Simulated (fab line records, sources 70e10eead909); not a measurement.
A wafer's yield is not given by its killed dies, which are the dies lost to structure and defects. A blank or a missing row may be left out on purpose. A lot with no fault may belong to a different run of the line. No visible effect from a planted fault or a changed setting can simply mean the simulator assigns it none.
fab line records	flow nand_harc
[record] lots = 7	wafers = 21	last_day = 33
route steps=1302 shown A_CONTACT@1075 END@1302
lots that met no fault: taken from a fault-free run of the same line
start_h: hours from the record's opening day to when the first of the lot's shown wafers began	wait_h: how many hours have passed since the lot's step before this one	" same as the row above	L1.1+2: a single row standing in for several wafers	- no value, or no start was given	* or withheld: withheld	< > ~ a bound
route shown NAME@n: NAME is a module with steps in the file, n the number in the route of the first one	usual: mean/standard deviation taken from wafers without a fault	same: alike in all rows	chamber/n: place in a boat	sites: the reading at each site	_std_site: standard deviation of those values	_edge_site: the outer-site mean with the inner-site mean subtracted	radius_mm: for every site, how far away it sits from the centre of the wafer	mask NAME#n: copy n	behind: the tool/chamber that last shaped the wafer	hold: reason for holding the lot/hours on hold/outcome of the hold	device: transistor that didn't switch, given as n, p or np	end of line: tests of these same wafers at the route's end	where a step has no rows: the recipe by itself	killed: at the first sort, the dies lost to defects and structure; wafer yield is something else	map: shows each die of a wafer: x if killed, . if not, _ if none is there
set.NAME: the setting the step ran with; set.NAME@STEP: the setting that earlier step ran with	model.NAME: the simulator's own value behind a step, which no gauge read
lots at selected steps of the route; one table per step, one row per wafer
services: a tool's chamber out of use, with start hour (start_h, from the record's first day; less than 0 if before it), hours out, and reason
[[steps]]
[step NHARC_A_CONTACT_EXPOSE_05]
[recipe] na = 1.35	sigma_outer = 0.8	dose_mj = 84.24	mask_id = A_CC
[step NHARC_A_CONTACT_PEB_06]
[recipe] peb_temp_c = 100	peb_time_s = 65
[step NHARC_A_CONTACT_DEVELOP_07]
[recipe] develop_time_s = 35	dev_temp_c = 23
[step NHARC_A_CONTACT_CD_MEAS_08]
[recipe] target_cd_nm = 200	landing_energy_ev = 500
[usual] cd_nm = 199.7/0.51
[same] landing_energy_ev = 500
lot.wafer	tool	chamber	start_h	wait_h	cd_nm
L965.1	cd_sem-01	0	525.00	-	199.1
L965.4	"	0	"	"	199.2
L965.5	"	0	"	"	199.1
L976.2	cd_sem-01	0	620.34	-	200.5
L976.3	"	0	"	"	200.0
L976.6	"	0	"	"	200.0
L975.1	cd_sem-03	0	630.24	-	199.8
L975.3	"	0	"	"	199.6
L975.6	"	0	"	"	199.2
L977.4	cd_sem-01	0	632.65	-	199.9
L977.5	"	0	"	"	200.3
L977.6	"	0	"	"	200.1
L984.2	cd_sem-03	0	704.97	-	199.5
L984.5	"	0	"	"	199.5
L984.6	"	0	"	"	198.8
L983.2	cd_sem-03	0	705.58	-	199.9
L983.3	"	0	"	"	200.2
L983.6	"	0	"	"	200.2
L986.1	cd_sem-03	0	736.42	-	198.6
L986.2	"	0	"	"	199.6
L986.3	"	0	"	"	199.3
[step NHARC_A_CONTACT_OVL_MEAS_09]
[usual] overlay_x_nm = 0.1/1	overlay_y_nm = 0.3/0.95
lot.wafer	tool	chamber	start_h	wait_h	overlay_x_nm	overlay_y_nm
L965.1	overlay-02	-	525.08	-	1.2	0.4
L965.4	"	-	"	"	1.6	0.2
L965.5	"	-	"	"	1.4	0.7
L976.2	overlay-01	-	620.43	-	-1.4	-1.2
L976.3	"	-	"	"	-0.9	-0.7
L976.6	"	-	"	"	-1.1	-0.9
L975.1	overlay-01	-	630.33	-	-1.6	1.0
L975.3	"	-	"	"	-1.3	1.5
L975.6	"	-	"	"	-1.8	0.4
L977.4	overlay-01	-	632.73	-	1.0	1.0
L977.5	"	-	"	"	0.9	1.1
L977.6	"	-	"	"	0.5	1.0
L984.2	overlay-01	-	705.06	-	1.9	0.1
L984.5	"	-	"	"	0.9	0.1
L984.6	"	-	"	"	1.6	0.0
L983.2	overlay-01	-	705.67	-	-1.7	0.5
L983.3	"	-	"	"	-1.4	0.5
L983.6	"	-	"	"	-1.4	0.9
L986.1	overlay-01	-	736.51	-	0.9	1.3
L986.2	"	-	"	"	1.4	1.8
L986.3	"	-	"	"	1.2	1.3
[step NHARC_A_CONTACT_INSPECT_10]
[usual] raw_defect_count = 92/32
lot.wafer	tool	chamber	start_h	wait_h	raw_defect_count
L965.1	defect_inspect-01	-	525.12	0.0	106
L965.4	"	-	"	"	107
L965.5	"	-	"	"	100
L976.2	defect_inspect-01	-	620.46	0.0	105
L976.3	"	-	"	"	73
L976.6	"	-	"	"	96
L975.1	defect_inspect-02	-	630.37	0.0	126
L975.3	"	-	"	"	129
L975.6	"	-	"	"	128
L977.4	defect_inspect-01	-	632.76	0.0	74
L977.5	"	-	"	"	81
L977.6	"	-	"	"	84
L984.2	defect_inspect-01	-	705.10	0.0	61
L984.5	"	-	"	"	73
L984.6	"	-	"	"	75
L983.2	defect_inspect-02	-	705.70	0.0	104
L983.3	"	-	"	"	132
L983.6	"	-	"	"	108
L986.1	defect_inspect-02	-	736.55	0.0	135
L986.2	"	-	"	"	130
L986.3	"	-	"	"	97
[step NHARC_A_CONTACT_DESCUM_13]
[recipe] time_s = 3	o2_flow_sccm = 200	ar_flow_sccm = 0	bias_power_w = 0	chemistry = O2
[usual] drypump_motor_current_A = 5.8/0.52	oes_product_au = 1.001/0.0084	rf_vpp_V = 58.0/0.87	showerhead_plenum_p_Torr = 1.94/0.073	throttle_valve_pct = 11.312/0.0084
[same] time_s = 3
lot.wafer	tool	chamber	start_h	wait_h	drypump_motor_current_A	oes_product_au	rf_hours_counter_h	rf_vpp_V	showerhead_plenum_p_Torr	throttle_valve_pct
L965.4	rie_diel-03	3	525.18	0.1	6.1	1.008	20	59.3	1.96	11.313
L965.1	"	2	"	"	6.8	0.989	14	58.8	1.95	11.326
L965.5	"	3	"	"	6.1	1.009	-	57.6	1.96	11.310
L976.3	rie_diel-11	0	620.52	0.1	4.9	0.986	0	57.1	1.84	11.302
L976.2	"	3	"	"	5.8	0.976	0	59.2	2.01	11.316
L976.6	"	1	"	"	5.7	0.987	-	56.9	1.97	11.306
L975.1	rie_diel-11	1	630.44	0.1	5.7	1.003	2	57.5	1.97	11.326
L975.3	"	2	"	"	5.8	1.009	2	55.7	1.86	11.317
L975.6	"	3	"	"	5.8	1.004	-	57.8	2.01	11.301
L977.4	rie_diel-11	1	632.83	0.1	5.7	1.003	3	57.6	1.97	11.313
L977.5	"	0	"	"	4.9	1.005	-	57.1	1.84	11.312
L977.6	"	1	"	"	5.7	1.001	-	58.7	1.97	11.315
L984.2	rie_diel-03	1	705.17	0.1	5.2	0.998	21	58.4	2.03	11.316
L984.5	"	3	"	"	6.0	1.006	-	58.9	1.94	11.302
L984.6	"	0	"	"	6.1	0.994	-	59.0	2.03	11.323
L983.3	rie_diel-11	3	705.77	0.1	5.8	0.992	15	58.8	2.00	11.312
L983.2	"	0	"	"	4.9	0.996	13	58.4	1.84	11.311
L983.6	"	2	"	"	5.8	0.997	-	58.7	1.86	11.314
L986.3	rie_diel-10	3	736.62	0.1	5.4	1.003	45	57.3	1.90	11.318
L986.2	"	0	"	"	5.9	1.008	47	57.9	1.89	11.309
L986.1	"	1	"	"	5.8	0.998	45	58.0	2.00	11.319
[step NHARC_A_CONTACT_ETCH_88]
[recipe] target_depth_a = 390	over_etch_frac = 0.3	time_s = 65	ion_energy_ev = 80	cf4_flow_sccm = 150	ar_flow_sccm = 0	rf_w = 300	bias_w = 100	chemistry = CF4
[step NHARC_A_CONTACT_ETCH_89]
[recipe] target_depth_a = 2600	over_etch_frac = 0.3	time_s = 475.3	ion_energy_ev = 200	n2_flow_sccm = 150	h2_flow_sccm = 150	ar_flow_sccm = 0	rf_w = 400	bias_w = 150	chemistry = N2/H2
[usual] bias_w = 150.1/0.48	chamber_pressure_mTorr = 30.000/0.028	drypump_motor_current_A = 5.8/0.51	oes_product_au = 1.002/0.0076	rf_vpp_V = 431.5/2.4	showerhead_plenum_p_Torr = 2.07/0.081	throttle_valve_pct = 14.171/0.0086
[same] time_s = 475.3
lot.wafer	tool	chamber	start_h	wait_h	bias_w	chamber_pressure_mTorr	drypump_motor_current_A	oes_product_au	rf_hours_counter_h	rf_vpp_V	showerhead_plenum_p_Torr	throttle_valve_pct
L965.1	rie_diel-03	1	-	-	150.0	29.974	5.2	0.996	21	434.2	2.19	14.185
L965.4	"	2	"	"	149.6	30.036	6.9	1.003	14	432.9	2.08	14.171
L965.5	"	3	"	"	149.2	29.965	6.1	1.017	-	431.6	2.09	14.180
L976.3	rie_diel-11	0	-	-	151.0	30.021	4.9	1.001	0	428.9	1.96	14.169
L976.2	"	1	"	"	149.1	29.968	5.7	1.005	0	431.4	2.10	14.164
L976.6	"	0	"	"	150.6	29.999	4.9	0.988	-	427.3	1.96	14.171
L975.3	rie_diel-11	3	-	-	150.4	29.995	5.8	0.992	2	434.5	2.14	14.157
L975.1	"	1	"	"	149.7	30.043	5.7	0.999	3	431.4	2.10	14.171
L975.6	"	2	"	"	149.8	29.996	5.8	1.019	-	428.9	1.98	14.167
L977.4	rie_diel-11	2	-	-	149.3	30.010	5.8	0.996	3	429.9	1.98	14.172
L977.6	"	2	"	"	149.6	29.974	5.9	1.004	-	428.8	1.98	14.189
L977.5	"	3	"	"	149.8	30.015	5.8	0.992	-	432.2	2.14	14.148
L984.2	rie_diel-03	1	-	-	149.8	29.991	5.2	0.996	21	433.8	2.17	14.180
L984.6	"	1	"	"	150.4	29.943	5.2	0.992	-	433.5	2.17	14.148
L984.5	"	2	"	"	149.8	30.005	6.9	1.002	-	430.8	2.06	14.169
L983.2	rie_diel-11	3	-	-	150.1	30.016	5.8	0.996	15	433.3	2.14	14.174
L983.3	"	0	"	"	150.5	29.959	4.9	0.999	13	428.6	1.96	14.164
L983.6	"	1	"	"	149.7	29.980	5.7	1.000	-	434.4	2.10	14.167
L986.1	rie_diel-10	2	-	-	150.0	30.004	6.3	0.999	47	427.5	1.92	14.171
L986.2	"	3	"	"	150.2	30.015	5.3	1.011	45	430.9	2.02	14.168
L986.3	"	0	"	"	150.4	29.978	5.9	1.005	47	429.2	2.01	14.170
[step NHARC_A_CONTACT_ETCH_30]
[recipe] target_depth_a = 726	time_s = 36.3	cf4_flow_sccm = 100	chf3_flow_sccm = 30	ar_flow_sccm = 0	rf_w = 500	bias_w = 200	chemistry = CF4/CHF3
[usual] bias_w = 200.0/0.59	cf4_flow_sccm = 100.04/0.3	drypump_motor_current_A = 5.8/0.51	oes_product_au = 0.938/0.023	rf_vpp_V = 371.3/2.1	showerhead_plenum_p_Torr = 1.60/0.058	throttle_valve_pct = 16.802/0.0089
[same] time_s = 36.3
lot.wafer	tool	chamber	start_h	wait_h	bias_w	cf4_flow_sccm	drypump_motor_current_A	oes_product_au	rf_hours_counter_h	rf_vpp_V	showerhead_plenum_p_Torr	throttle_valve_pct
L965.4	rie_diel-03	1	-	-	200.5	100.01	5.2	0.915	21	373.7	1.68	16.799
L965.1	"	3	"	"	200.1	99.72	6.0	0.928	20	373.1	1.61	16.803
L965.5	"	2	"	"	199.8	99.66	6.8	0.920	-	371.7	1.60	16.810
L976.2	rie_diel-11	0	-	-	200.1	99.89	4.9	0.979	0	369.5	1.52	16.817
L976.3	"	1	"	"	200.4	100.45	5.7	0.972	0	371.6	1.62	16.809
L976.6	"	2	"	"	200.7	100.13	5.8	1.021	-	369.2	1.53	16.798
L975.1	rie_diel-11	3	-	-	200.0	99.91	5.8	0.929	2	374.1	1.65	16.793
L975.3	"	1	"	"	201.5	100.09	5.7	0.921	3	372.1	1.62	16.789
L975.6	"	2	"	"	199.9	99.78	5.8	0.932	-	367.7	1.53	16.801
L977.4	rie_diel-11	3	-	-	199.1	100.22	5.8	0.923	3	371.9	1.65	16.794
L977.6	"	3	"	"	199.6	100.06	5.8	0.917	-	373.2	1.65	16.794
L977.5	"	0	"	"	200.3	99.85	4.9	0.971	-	368.7	1.52	16.805
L984.2	rie_diel-03	0	-	-	199.4	100.23	6.0	0.957	14	372.6	1.67	16.807
L984.6	"	2	"	"	199.6	99.95	6.8	0.991	-	370.4	1.59	16.802
L984.5	"	3	"	"	200.0	99.70	6.0	0.966	-	369.8	1.60	16.802
L983.3	rie_diel-11	2	-	-	200.2	100.09	5.8	0.933	17	369.8	1.53	16.806
L983.2	"	0	"	"	199.2	100.05	4.9	0.932	13	368.1	1.52	16.789
L983.6	"	2	"	"	199.8	100.20	5.8	0.927	-	369.6	1.53	16.806
L986.1	rie_diel-10	2	-	-	200.5	100.09	6.3	0.923	47	368.2	1.49	16.814
L986.3	"	3	"	"	199.3	100.15	5.4	0.935	45	368.9	1.56	16.795
L986.2	"	1	"	"	200.1	100.35	5.8	0.915	45	371.5	1.64	16.805
[step NHARC_A_CONTACT_ETCH_31]
[recipe] target_depth_a = 28000	over_etch_frac = 0.3	time_s = 728	ion_energy_ev = 150	o2_flow_sccm = 400	cos_flow_sccm = 20	ar_flow_sccm = 0	rf_w = 500	bias_w = 300	chemistry = O2/COS
[step NHARC_A_CONTACT_ETCH_134]
[recipe] source_w = withheld	pressure_mtorr = 20	bias_v = withheld	time_s = 140	target_depth_a = 7000	ar_flow_sccm = withheld	c4f8_flow_sccm = withheld	o2_flow_sccm = withheld	chemistry = C4F8/O2/Ar
[usual] chamber_pressure_mTorr = 20.002/0.019	oes_air_line_au = 0.996/0.019
[same] time_s = 140
lot.wafer	tool	chamber	start_h	wait_h	chamber_pressure_mTorr	oes_air_line_au	rf_hours_counter_h
L965.1	har_cap_etch-02	0	527.69	-	19.991	1.007	92
L965.4	"	0	"	"	20.040	0.996	-
L965.5	"	0	"	"	20.014	0.988	-
L976.2	har_cap_etch-03	1	621.78	-	20.003	1.019	68
L976.3	"	1	"	"	19.993	0.967	-
L976.6	"	1	"	"	19.974	0.994	-
L975.1	har_cap_etch-03	1	631.85	-	20.011	0.992	69
L975.3	"	1	"	"	19.984	1.002	-
L975.6	"	0	"	"	19.972	0.968	-
L977.4	har_cap_etch-01	0	634.01	-	20.035	1.021	-
L977.5	"	0	"	"	19.998	0.979	-
L977.6	"	1	"	"	20.017	0.988	-
L984.2	har_cap_etch-03	0	706.32	-	19.997	1.002	82
L984.6	"	1	"	"	19.997	1.000	-
L984.5	"	0	"	"	19.970	1.013	-
L983.2	har_cap_etch-01	1	706.92	-	19.971	0.993	34
L983.3	"	1	"	"	20.049	0.994	-
L983.6	"	0	"	"	20.014	0.984	-
L986.1	har_cap_etch-03	0	737.73	-	20.014	0.976	86
L986.2	"	1	"	"	19.999	0.996	86
L986.3	"	1	"	"	20.006	0.997	-
[step NHARC_A_CONTACT_ETCH_135]
[recipe] source_w = withheld	pressure_mtorr = 20	bias_v = 1200	time_s = 311	target_depth_a = 19120	ar_flow_sccm = withheld	c4f8_flow_sccm = withheld	o2_flow_sccm = withheld	chemistry = C4F8/O2/Ar
[usual] chamber_pressure_mTorr = 19.999/0.017	oes_air_line_au = 0.997/0.019	time_s = 311/0
lot.wafer	tool	chamber	start_h	wait_h	chamber_pressure_mTorr	oes_air_line_au	rf_hours_counter_h	time_s
L965.1	har_cap_etch-02	0	527.89	0.2	20.029	0.986	92	311
L965.4	"	0	"	"	19.998	1.012	-	311
L965.5	"	0	"	"	20.011	0.978	-	311
L976.2	har_cap_etch-03	1	621.99	0.2	-	-	-	-
L976.3	"	1	"	"	-	-	-	-
L976.6	"	1	"	"	-	-	-	-
L975.1	har_cap_etch-03	1	632.06	0.2	-	-	-	-
L975.3	"	1	"	"	-	-	-	-
L975.6	"	0	"	"	-	-	-	-
L977.4	har_cap_etch-01	0	634.24	0.2	-	-	-	-
L977.5	"	0	"	"	-	-	-	-
L977.6	"	1	"	"	-	-	-	-
L984.2	har_cap_etch-03	0	706.53	0.2	20.013	0.976	82	311
L984.6	"	1	"	"	19.981	1.004	-	311
L984.5	"	0	"	"	19.991	0.990	-	311
L983.2	har_cap_etch-01	1	707.13	0.2	20.026	0.997	34	311
L983.3	"	1	"	"	19.995	1.015	-	311
L983.6	"	0	"	"	19.978	1.033	-	311
L986.1	har_cap_etch-03	0	737.93	0.2	20.017	1.018	86	311
L986.2	"	1	"	"	19.998	1.004	86	311
L986.3	"	1	"	"	20.000	0.984	-	311
[step NHARC_A_CONTACT_ETCH_136]
[recipe] source_w = withheld	pressure_mtorr = 20	bias_v = 1200	time_s = 311	target_depth_a = 19120	ar_flow_sccm = withheld	c4f8_flow_sccm = withheld	o2_flow_sccm = withheld	chemistry = C4F8/O2/Ar
[usual] chamber_pressure_mTorr = 20.000/0.017	oes_air_line_au = 1.002/0.018
[same] time_s = 311
lot.wafer	tool	chamber	start_h	wait_h	chamber_pressure_mTorr	oes_air_line_au	rf_hours_counter_h
L965.1	har_cap_etch-02	0	528.16	0.2	19.999	0.975	92
L965.4	"	0	"	"	19.994	0.984	-
L965.5	"	0	"	"	19.989	0.990	-
L976.2	har_cap_etch-03	1	622.27	0.2	20.017	0.990	68
L976.3	"	1	"	"	19.992	0.976	-
L976.6	"	1	"	"	19.981	1.028	-
L975.1	har_cap_etch-03	1	632.33	0.2	20.014	0.980	69
L975.3	"	1	"	"	19.977	1.003	-
L975.6	"	0	"	"	20.013	0.978	-
L977.4	har_cap_etch-01	0	634.52	0.2	19.981	1.025	-
L977.5	"	0	"	"	20.015	1.012	-
L977.6	"	1	"	"	19.990	1.019	-
L984.2	har_cap_etch-03	0	706.80	0.2	20.012	1.020	83
L984.6	"	1	"	"	19.999	1.005	-
L984.5	"	0	"	"	19.999	1.027	-
L983.2	har_cap_etch-01	1	707.40	0.2	20.022	0.977	34
L983.3	"	1	"	"	19.984	1.013	-
L983.6	"	0	"	"	20.048	0.987	-
L986.1	har_cap_etch-03	0	738.20	0.2	19.987	1.000	86
L986.2	"	1	"	"	19.998	0.966	86
L986.3	"	1	"	"	19.991	1.035	-
[step NHARC_END_SORT_01]
[recipe] temp_c = 25
[usual] killed_at_array = 63/18	killed_at_other = 1.1/1.3	killed_at_periphery = 4.3/2.8	killed_dies = 68/18	killed_open = 3.3/2	killed_short = 2.4/1.6
[same] gross_dies = 677
lot.wafer	tool	chamber	start_h	wait_h	killed_at_array	killed_at_other	killed_at_periphery	killed_dies	killed_open	killed_short
L965.1	prober-02	0	580.79	2.5	75	0	1	76	1	1
L965.4	prober-02	0	583.17	3.4	84	2	10	96	3	2
L965.5	prober-02	0	583.96	3.7	75	1	6	82	0	4
L976.2	prober-02	0	737.67	2.8	671	3	3	677	3	3
L976.3	prober-02	0	738.48	3.1	674	1	2	677	4	1
L976.6	prober-02	0	740.91	4.1	670	1	6	677	4	2
L975.1	prober-01	0	744.56	2.5	669	5	3	677	1	2
L975.3	prober-01	0	746.15	3.1	672	2	3	677	6	2
L975.6	prober-01	0	748.55	4.0	670	0	7	677	4	2
L977.4	prober-02	0	747.10	3.4	671	1	5	677	4	1
L977.5	prober-02	0	747.89	3.7	668	1	8	677	2	3
L977.6	prober-02	0	748.69	4.0	670	2	5	677	7	2
L983.2	prober-01	0	776.68	2.8	59	1	2	62	6	1
L983.3	prober-01	0	777.48	3.1	81	0	3	84	1	4
L983.6	prober-01	0	779.86	4.0	65	0	2	67	3	1
// killed by level:class
L965.1 A_CHANNEL_HOLE_D1:chamber_film_flake=29 A_SLIT:chamber_film_flake=19 A_CHANNEL_HOLE_D2:chamber_film_flake=7 A_STAIRCASE:chamber_film_flake=6 A_CONTACT:chamber_film_flake=5 A_CHANNEL_FILL_D1:chamber_film_flake=4 A_WL_FILL:chamber_film_flake=2 A_DECK1_JOINT:geometric_particle:short=1
L965.4 A_CHANNEL_HOLE_D1:chamber_film_flake=40 A_SLIT:chamber_film_flake=18 A_CHANNEL_HOLE_D2:chamber_film_flake=8 A_STAIRCASE:chamber_film_flake=7 P_BONDPAD:chamber_film_flake=6 A_CONTACT:chamber_film_flake=3 A_CHANNEL_FILL_D1:chamber_film_flake=3 P_STI:chamber_film_flake=2
L965.5 A_CHANNEL_HOLE_D1:chamber_film_flake=32 A_SLIT:chamber_film_flake=20 A_CHANNEL_HOLE_D2:chamber_film_flake=7 P_BONDPAD:chamber_film_flake=4 A_CHANNEL_FILL_D1:chamber_film_flake=4 A_CONTACT:chamber_film_flake=2 A_M0:chamber_film_flake=2 A_ONON_D1:geometric_particle:short=1
L976.2 A_CONTACT:area_etch=620 A_SLIT:chamber_film_flake=19 A_CONTACT:chamber_film_flake=12 A_CHANNEL_HOLE_D2:chamber_film_flake=8 A_WL_FILL:chamber_film_flake=4 P_M2:chamber_film_flake=2 A_CHANNEL_HOLE_D1:chamber_film_flake=2 THIN_TSV:chamber_film_flake=2
L976.3 A_CONTACT:area_etch=627 A_SLIT:chamber_film_flake=26 A_CHANNEL_HOLE_D2:chamber_film_flake=5 A_CONTACT:chamber_film_flake=4 A_CHANNEL_HOLE_D1:chamber_film_flake=2 A_STAIRCASE:chamber_film_flake=2 A_WL_FILL:chamber_film_flake=2 A_ONON_D1:geometric_particle:short=1
L976.6 A_CONTACT:area_etch=618 A_SLIT:chamber_film_flake=24 A_CONTACT:chamber_film_flake=9 A_CHANNEL_HOLE_D2:chamber_film_flake=7 A_STAIRCASE:chamber_film_flake=4 A_WL_FILL:chamber_film_flake=3 P_M2:chamber_film_flake=2 P_M0:geometric_particle:open=1
L975.1 A_CONTACT:area_etch=598 A_SLIT:chamber_film_flake=30 A_CHANNEL_HOLE_D1:chamber_film_flake=28 THIN_TSV:chamber_film_flake=5 A_CONTACT:chamber_film_flake=4 A_STAIRCASE:chamber_film_flake=3 A_SGD_CUT:geometric_particle:open=1 A_WL_FILL:geometric_particle:short=1
L975.3 A_CONTACT:area_etch=591 A_CHANNEL_HOLE_D1:chamber_film_flake=36 A_SLIT:chamber_film_flake=26 A_STAIRCASE:chamber_film_flake=4 A_CONTACT:chamber_film_flake=4 P_GATE:chamber_film_flake=2 A_WL_FILL:chamber_film_flake=2 THIN_TSV:chamber_film_flake=2
L977.4 A_CONTACT:area_etch=621 A_CHANNEL_HOLE_D1:chamber_film_flake=29 A_CHANNEL_HOLE_D2:chamber_film_flake=10 A_SLIT:chamber_film_flake=3 A_CONTACT:chamber_film_flake=3 P_CONTACT:chamber_film_flake=2 P_GATE:geometric_particle:open=1 A_ONON_D1:geometric_particle:open=1
L977.5 A_CONTACT:area_etch=608 A_CHANNEL_HOLE_D1:chamber_film_flake=30 A_CHANNEL_HOLE_D2:chamber_film_flake=18 A_CONTACT:chamber_film_flake=6 P_GATE:chamber_film_flake=4 P_STI:chamber_film_flake=3 P_GATE:geometric_particle:open=1 A_ONON_D1:geometric_particle:short=1
L975.6 A_CONTACT:area_etch=587 A_CHANNEL_HOLE_D1:chamber_film_flake=33 A_SLIT:chamber_film_flake=29 A_CONTACT:chamber_film_flake=6 P_GATE:chamber_film_flake=4 A_BONDPAD:chamber_film_flake=4 A_STAIRCASE:chamber_film_flake=3 A_WL_FILL:chamber_film_flake=2
L977.6 A_CONTACT:area_etch=612 A_CHANNEL_HOLE_D1:chamber_film_flake=31 A_CHANNEL_HOLE_D2:chamber_film_flake=11 A_CONTACT:chamber_film_flake=5 P_GATE:chamber_film_flake=3 A_STAIRCASE:chamber_film_flake=2 P_GATE:geometric_particle:open=1 A_ONON_D1:geometric_particle:open=1
L983.2 A_SLIT:chamber_film_flake=25 A_CHANNEL_HOLE_D2:chamber_film_flake=13 A_CHANNEL_HOLE_D1:chamber_film_flake=8 A_WL_FILL:chamber_film_flake=3 P_CONTACT:geometric_particle:open=2 A_ONON_D1:geometric_particle:open=2 A_DECK1_JOINT:chamber_film_flake=2 A_STAIRCASE:chamber_film_flake=2
L983.3 A_SLIT:chamber_film_flake=32 A_CHANNEL_HOLE_D2:chamber_film_flake=23 A_CHANNEL_HOLE_D1:chamber_film_flake=15 A_WL_FILL:chamber_film_flake=3 A_CONTACT:geometric_particle:short=2 P_BONDPAD:chamber_film_flake=2 P_CONTACT:geometric_particle:short=1 A_CHANNEL_HOLE_D1:geometric_particle:open=1
L983.6 A_CHANNEL_HOLE_D2:chamber_film_flake=25 A_SLIT:chamber_film_flake=22 A_CHANNEL_HOLE_D1:chamber_film_flake=9 A_WL_FILL:chamber_film_flake=3 A_CHANNEL_FILL_D1:geometric_particle:open=2 A_STAIRCASE:chamber_film_flake=2 P_CONTACT:geometric_particle:open=1 A_DECK1_JOINT:geometric_particle:short=1
// map L975.1 (x killed, . not)
____________x____________
_________xxxxxxx_________
_______xxxxxxxxxxx_______
______xxxxxxxxxxxxx______
_____xxxxxxxxxxxxxxx_____
____xxxxxxxxxxxxxxxxx____
____xxxxxxxxxxxxxxxxx____
___xxxxxxxxxxxxxxxxxxx___
___xxxxxxxxxxxxxxxxxxx___
__xxxxxxxxxxxxxxxxxxxxx__
__xxxxxxxxxxxxxxxxxxxxx__
_xxxxxxxxxxxxxxxxxxxxxxx_
_xxxxxxxxxxxxxxxxxxxxxxx_
_xxxxxxxxxxxxxxxxxxxxxxx_
_xxxxxxxxxxxxxxxxxxxxxxx_
_xxxxxxxxxxxxxxxxxxxxxxx_
xxxxxxxxxxxxxxxxxxxxxxxxx
xxxxxxxxxxxxxxxxxxxxxxxxx
xxxxxxxxxxxxxxxxxxxxxxxxx
xxxxxxxxxxxxxxxxxxxxxxxxx
xxxxxxxxxxxxxxxxxxxxxxxxx
_xxxxxxxxxxxxxxxxxxxxxxx_
_xxxxxxxxxxxxxxxxxxxxxxx_
_xxxxxxxxxxxxxxxxxxxxxxx_
_xxxxxxxxxxxxxxxxxxxxxxx_
_xxxxxxxxxxxxxxxxxxxxxxx_
__xxxxxxxxxxxxxxxxxxxxx__
__xxxxxxxxxxxxxxxxxxxxx__
___xxxxxxxxxxxxxxxxxxx___
___xxxxxxxxxxxxxxxxxxx___
____xxxxxxxxxxxxxxxxx____
____xxxxxxxxxxxxxxxxx____
_____xxxxxxxxxxxxxxx_____
______xxxxxxxxxxxxx______
_______xxxxxxxxxxx_______
_________xxxxxxx_________
____________x____________
// map L976.2 (x killed, . not)
____________x____________
_________xxxxxxx_________
_______xxxxxxxxxxx_______
______xxxxxxxxxxxxx______
_____xxxxxxxxxxxxxxx_____
____xxxxxxxxxxxxxxxxx____
____xxxxxxxxxxxxxxxxx____
___xxxxxxxxxxxxxxxxxxx___
___xxxxxxxxxxxxxxxxxxx___
__xxxxxxxxxxxxxxxxxxxxx__
__xxxxxxxxxxxxxxxxxxxxx__
_xxxxxxxxxxxxxxxxxxxxxxx_
_xxxxxxxxxxxxxxxxxxxxxxx_
_xxxxxxxxxxxxxxxxxxxxxxx_
_xxxxxxxxxxxxxxxxxxxxxxx_
_xxxxxxxxxxxxxxxxxxxxxxx_
xxxxxxxxxxxxxxxxxxxxxxxxx
xxxxxxxxxxxxxxxxxxxxxxxxx
xxxxxxxxxxxxxxxxxxxxxxxxx
xxxxxxxxxxxxxxxxxxxxxxxxx
xxxxxxxxxxxxxxxxxxxxxxxxx
_xxxxxxxxxxxxxxxxxxxxxxx_
_xxxxxxxxxxxxxxxxxxxxxxx_
_xxxxxxxxxxxxxxxxxxxxxxx_
_xxxxxxxxxxxxxxxxxxxxxxx_
_xxxxxxxxxxxxxxxxxxxxxxx_
__xxxxxxxxxxxxxxxxxxxxx__
__xxxxxxxxxxxxxxxxxxxxx__
___xxxxxxxxxxxxxxxxxxx___
___xxxxxxxxxxxxxxxxxxx___
____xxxxxxxxxxxxxxxxx____
____xxxxxxxxxxxxxxxxx____
_____xxxxxxxxxxxxxxx_____
______xxxxxxxxxxxxx______
_______xxxxxxxxxxx_______
_________xxxxxxx_________
____________x____________
[[services]]
tool	chamber	start_h	hours	kind
rie_diel-11	0	515.97	-	clean
rie_diel-11	1	515.97	-	clean
rie_diel-11	2	515.97	-	clean
rie_diel-11	3	515.97	-	clean
rie_diel-11	0	540.47	-	clean
rie_diel-11	1	540.47	-	clean
rie_diel-11	2	540.47	-	clean
rie_diel-11	3	540.47	-	clean
rie_diel-11	0	565.00	-	clean
rie_diel-11	1	565.00	-	clean
rie_diel-11	2	565.00	-	clean
rie_diel-11	3	565.00	-	clean
rie_diel-11	0	589.50	-	clean
rie_diel-11	1	589.50	-	clean
rie_diel-11	2	589.50	-	clean
rie_diel-11	3	589.50	-	clean
rie_diel-11	3	589.56	5.1	repair
rie_diel-10	-	598.20	9.0	pm
rie_diel-11	-	610.46	9.0	pm
rie_diel-11	0	623.90	8.0	repair
rie_diel-10	3	627.91	2.3	repair
rie_diel-03	-	637.87	9.0	pm
rie_diel-03	0	660.94	4.6	repair
rie_diel-10	3	701.09	2.6	repair
[[key]]
[first_sign] step = NHARC_A_CONTACT_ETCH_135	reading = tool_record	direction = missing
[effect] step = NHARC_END_SORT_01	reading = killed_at_array	direction = up	sigmas = 34	usual = 63	struck = 671
[more_kills_born_at] NHARC_A_CONTACT_ETCH_135@har_cap_etch-03 = 3641	NHARC_A_CONTACT_ETCH_135@har_cap_etch-01 = 1841
met_at NHARC_A_CONTACT_ETCH_135
struck_wafers L975.1,L975.3,L975.6,L976.2,L976.3,L976.6,L977.4,L977.5,L977.6
later_rows_left_out L975.1,L975.3,L975.6,L976.2,L976.3,L976.6,L977.4,L977.5,L977.6
tester_left_out L975,L976,L977
[fault] kind = skipped_step_whole	tool = har_cap_etch-01,har_cap_etch-03	chamber = -	onset_h = 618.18	steps = NHARC_A_CONTACT_ETCH_135	scope = struck_lots_only
// tester_left_out: of these lots the tester's yield and bins aren't shown, on N5 and GAA mostly nor the transistor test; their killed dies are dies lost to structure and defects alone, not to doping, threshold or leakage, so they don't give the yield
// later_rows_left_out: the simulator's readings of these wafers behind a module that went badly wrong aren't trusted and aren't shown, but for the sort
